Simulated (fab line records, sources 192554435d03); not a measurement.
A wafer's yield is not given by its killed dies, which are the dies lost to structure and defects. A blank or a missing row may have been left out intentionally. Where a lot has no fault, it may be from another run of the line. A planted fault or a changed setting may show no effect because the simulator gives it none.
Which tool is to blame?    flow n5_finfet    12 lots with 36 wafers sampled at 6 steps, on a route of 1938 steps

WHAT THE GAUGES READ, wafer by wafer
N5_BEOL_M9_CD_MEAS_28: target cd 70 nm.
lot   measured      on         cd_nm (nm)
L075  day 10 02:57  cd_sem-01  70.3 69.9 70.0
L078  day 10 13:53  cd_sem-01  70.4 70.1 69.9
L079  day 11 10:32  cd_sem-03  69.9 70.3 70.2
L081  day 11 22:58  cd_sem-03  69.1 69.5 69.6
L082  day 12 18:52  cd_sem-03  69.8 70.3 69.9
L086  day 13 11:57  cd_sem-03  70.2 70.5 70.2
L088  day 13 11:47  cd_sem-01  70.4 70.4 70.0
L087  day 13 13:56  cd_sem-03  69.7 70.1 70.1
L092  day 14 19:16  cd_sem-03  69.9 69.8 69.7
L093  day 15 06:49  cd_sem-02  70.4 70.5 70.6
L095  day 15 18:14  cd_sem-01  69.5 69.6 69.7
L097  day 16 05:18  cd_sem-01  70.1 70.2 70.2

WHICH TOOL RAN EACH LOT (tool, then ch and the chambers of the sampled wafers, then the start)
lot   N5_BEOL_M8_ETCH_62                  N5_BEOL_M8_TRENCH_ETCH_37                      N5_BEOL_M8_SPUTTER_48         N5_BEOL_M8_ANNEAL_51              N5_BEOL_M8_DEP_56
L075  rie_diel-03 ch 1,3, day 9 16:09     rie_diel-05 ch 0,1, day 9 20:35 or earlier     pvd_sputter-02, day 9 20:35   rtp_anneal-02 ch 0, day 9 20:53   pecvd-02 ch 0,1,2, day 9 21:28
L078  rie_diel-05 ch 0,2, day 10 04:38    rie_diel-03 ch 0,3, day 10 09:05 or earlier    pvd_sputter-02, day 10 09:05  rtp_anneal-02 ch 0, day 10 09:40  pecvd-04 ch 0,1, day 10 10:20
L079  rie_diel-01 ch 1,3, day 11 00:57    rie_diel-05 ch 0,1,3, day 11 03:37 or earlier  pvd_sputter-01, day 11 03:37  rtp_anneal-01 ch 0, day 11 04:04  pecvd-03 ch 0,1,2, day 11 04:41
L081  rie_diel-03 ch 0,1, day 11 12:05    rie_diel-01 ch 1,2, day 11 15:20 or earlier    pvd_sputter-01, day 11 15:20  rtp_anneal-02 ch 0, day 11 15:32  pecvd-02 ch 0,1,2, day 11 16:12
L082  rie_diel-03 ch 0,1,2, day 12 08:44  rie_diel-05 ch 0,1,3, day 12 15:27 or earlier  pvd_sputter-02, day 12 15:27  rtp_anneal-01 ch 0, day 12 15:40  pecvd-03 ch 0,1, day 12 16:19
L086  rie_diel-01 ch 0,2,3, day 13 02:00  rie_diel-03 ch 0,1,2, day 13 07:46 or earlier  pvd_sputter-01, day 13 07:46  rtp_anneal-01 ch 0, day 13 08:10  pecvd-03 ch 0,1,2, day 13 08:50
L088  rie_diel-01 ch 0,2,3, day 13 03:11  rie_diel-01 ch 1,3, day 13 07:41 or earlier    pvd_sputter-01, day 13 07:41  rtp_anneal-01 ch 0, day 13 07:59  pecvd-04 ch 1,2, day 13 08:34
L087  rie_diel-03 ch 0,2,3, day 13 04:11  rie_diel-01 ch 1,2,3, day 13 10:13 or earlier  pvd_sputter-03, day 13 10:13  rtp_anneal-01 ch 0, day 13 10:26  pecvd-04 ch 1,2, day 13 11:06
L092  rie_diel-03 ch 0,2,3, day 14 12:05  rie_diel-05 ch 0,2,3, day 14 14:44 or earlier  pvd_sputter-01, day 14 14:44  rtp_anneal-02 ch 0, day 14 15:42  pecvd-04 ch 0,1, day 14 16:21
L093  rie_diel-03 ch 1,2, day 14 17:44    rie_diel-03 ch 0,1,3, day 14 22:09 or earlier  pvd_sputter-02, day 14 22:09  rtp_anneal-01 ch 0, day 14 22:28  pecvd-02 ch 0,1,2, day 14 23:02
L095  rie_diel-05 ch 1,3, day 15 08:45    rie_diel-05 ch 0,2, day 15 13:59 or earlier    pvd_sputter-03, day 15 13:59  rtp_anneal-01 ch 0, day 15 14:26  pecvd-03 ch 0,2, day 15 15:06
L097  rie_diel-03 ch 1,2,3, day 15 16:37  rie_diel-03 ch 0,1, day 15 20:37 or earlier    pvd_sputter-01, day 15 20:37  rtp_anneal-01 ch 0, day 15 20:55  pecvd-04 ch 0,2, day 15 21:34
- N5_BEOL_M8_ETCH_62: etches SOC in N2/H2, target depth 110 nm, overetch 22 nm, time 165 s.
- N5_BEOL_M8_TRENCH_ETCH_37: etches SiCOH lowk in C4F6/O2, target depth 93.478 nm, time 31.2 s.
- N5_BEOL_M8_SPUTTER_48: material Cu, target thk 10 nm, time 1.667 s.
- N5_BEOL_M8_ANNEAL_51: time 90 s.
- N5_BEOL_M8_DEP_56: deposits SiCN from 3MS/NH3, target thk 10 nm, time 17.5 s.

THE ANSWER, worked out from the rows above alone
Rule: the usual values come from the lots themselves. Put in order of their means at a reading, lots are off if they are a third of the lots or fewer, leave a main group of 4 or more, and stand apart from it by a gap of 3 or more times the standard deviation of the main group's means; of several such gaps the widest counts. The tables above print the reading to a certain number of digits; a main group whose means all agree to those digits is not used. A lot without any number at a reading at which 4 lots or more have one is off too. The other lots that the step has rows for count as sound.
Nothing can be told from this: no lot is off at any reading shown.

WHAT THE SIMULATOR HAD INSERTED
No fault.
